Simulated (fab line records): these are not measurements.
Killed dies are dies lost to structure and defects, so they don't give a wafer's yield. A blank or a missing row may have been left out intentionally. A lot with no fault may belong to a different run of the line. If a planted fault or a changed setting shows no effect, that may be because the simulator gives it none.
A struck lot beside a sound one / flow n5 finfet / 13 out of 1938 route steps
Sound: wafers L659.1, L659.4, L659.5. Struck: wafer L670.3. (L670.4, L670.5 of the same lot were not struck and are left out.) The cause comes at the end.
Per side, at each step with rows, come the tool, then ch with its chambers, and then its first start. Under that, the readings that differ: sound wafers / struck wafers / difference of the means / sigmas: that difference in standard deviations of wafers without a fault.
alike: readings with means less than 2 such deviations apart, plus words and numbers identical on both sides. not compared: withheld readings, readings lacking a value on some wafer, bounds such as >300 that could conceal the same value, and numbers that have no deviation in the record and whose values overlap.
A row with sigmas, a row that says differs or no value, or rows on one side alone: a step with any of these is where the two part. Numbers that don't overlap but have no deviation are shown without sigmas and don't part them. A reading missing from all wafers of one side parts the sides only when that side holds two or more wafers.

N5_MOL_CONTACT_COAG_SPUTTER_143: material Co, target thk 2.5 nm.
  struck on pvd sputter-02, day 8 20:00; sound on pvd sputter-01, day 6 03:55
  alike: throttle valve pct
N5_MOL_CONTACT_COAG_CO_FILL_22: material Co, precursor CCTBA/H2, target thk 20 nm.
  sound on cvd co-01 ch 0,1, day 6 04:02; struck on cvd co-02 ch 1, day 8 20:07
  alike: heater power w
N5_MOL_CONTACT_COAG_ANNEAL_113: time 300 s.
  sound on rtp anneal-01 ch 0, day 6 04:56; struck on rtp anneal-01 ch 0, day 8 21:02
  alike: lamp power pct, lamp_zone_5_pct, lamp_zone_7_pct, wafer_temp_C_max
N5_MOL_CONTACT_COAG_PRE_CLEAN_142: time 60 s.
  struck on pvd sputter-03, day 8 22:19; sound on pvd sputter-01, day 6 06:32
  alike: heater power w
then, 6 steps without rows for these wafers: N5_MOL_CONTACT_COAG_SPUTTER_130 (material Co, target thk 47.5 nm); N5_MOL_CONTACT_COAG_PRECLEAN_125 (cleans in DIW, time 57.5 s); N5_MOL_CONTACT_COAG_SRD_126 (dry time 32 s); N5_MOL_CONTACT_COAG_CMP_23 (polishes, stops on SiO2, t overpolish 1.5 s, target thk 0 nm); N5_MOL_CONTACT_COAG_WET_ETCH_26 (target Co, target depth 13 nm); N5_MOL_CONTACT_COAG_WET_ETCH_116 (etches the open film in SC1-inhibited, target depth 4.6 nm, rinse time 30 s).
N5_MOL_CONTACT_COAG_ALD_27: deposits SiOC, target thk 17 nm, pulse time 1.5 s, time 2720 s.
  sound on ald sin-03 ch 1,2,3, day 6 07:36; struck on ald sin-02 ch 0, day 8 23:58
reading=ald cycles; sound=340 340 340; struck=304; difference=-36; sigmas=
reading=run length s (s); sound=2769.4 2769.9 2768.7; struck=2481.7; difference=-287.6; sigmas=-99 or more
reading=time s (s); sound=2720 2720 2720; struck=2432; difference=-288; sigmas=
reading=model.SiOC_of_MOL_CONTACT_COAG_ALD_27.thk nm (nm); sound=16.8 16.8 16.8; struck=15.2; difference=-1.6; sigmas=
  alike: heater power w, precursor pulse height rel
N5_MOL_CONTACT_COAG_CMP_28: polishes, stops on SiNx, t overpolish 0.85 s, target thk 14.522 nm.
  sound on cmp-04 ch 2,3, day 6 09:13; struck on cmp-01 ch 2, day 9 01:32
  alike: motor current A, slurry flow ml min
-- a jump in the record: the struck wafers' starts before and after are 3 days apart (it breaks off in module MOL_CONTACT_COAG and resumes in module BEOL_M4, where the first step shown is number 1111 of the route) --
N5_BEOL_M4_RC_MEAS_101:
  sound on prober-01 ch 0, day 9 00:01; struck on prober-01 ch 0, day 11 23:05
  alike: DIBL_N, DIBL_P, IOFF_N, IOFF_P, ION_N, ION_P, SS_N, SS_P, VT_N, VT_P

## WHERE THEY PART
At N5_MOL_CONTACT_COAG_ALD_27 and nowhere else, as far as this record goes. Later steps at which nothing parts them and some readings are alike: N5_MOL_CONTACT_COAG_CMP_28, N5_BEOL_M4_RC_MEAS_101.

WHY: the cause the simulator had injected
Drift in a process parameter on ald sin-02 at N5_MOL_CONTACT_COAG_ALD_27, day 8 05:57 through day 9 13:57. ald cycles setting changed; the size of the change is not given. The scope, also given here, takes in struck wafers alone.
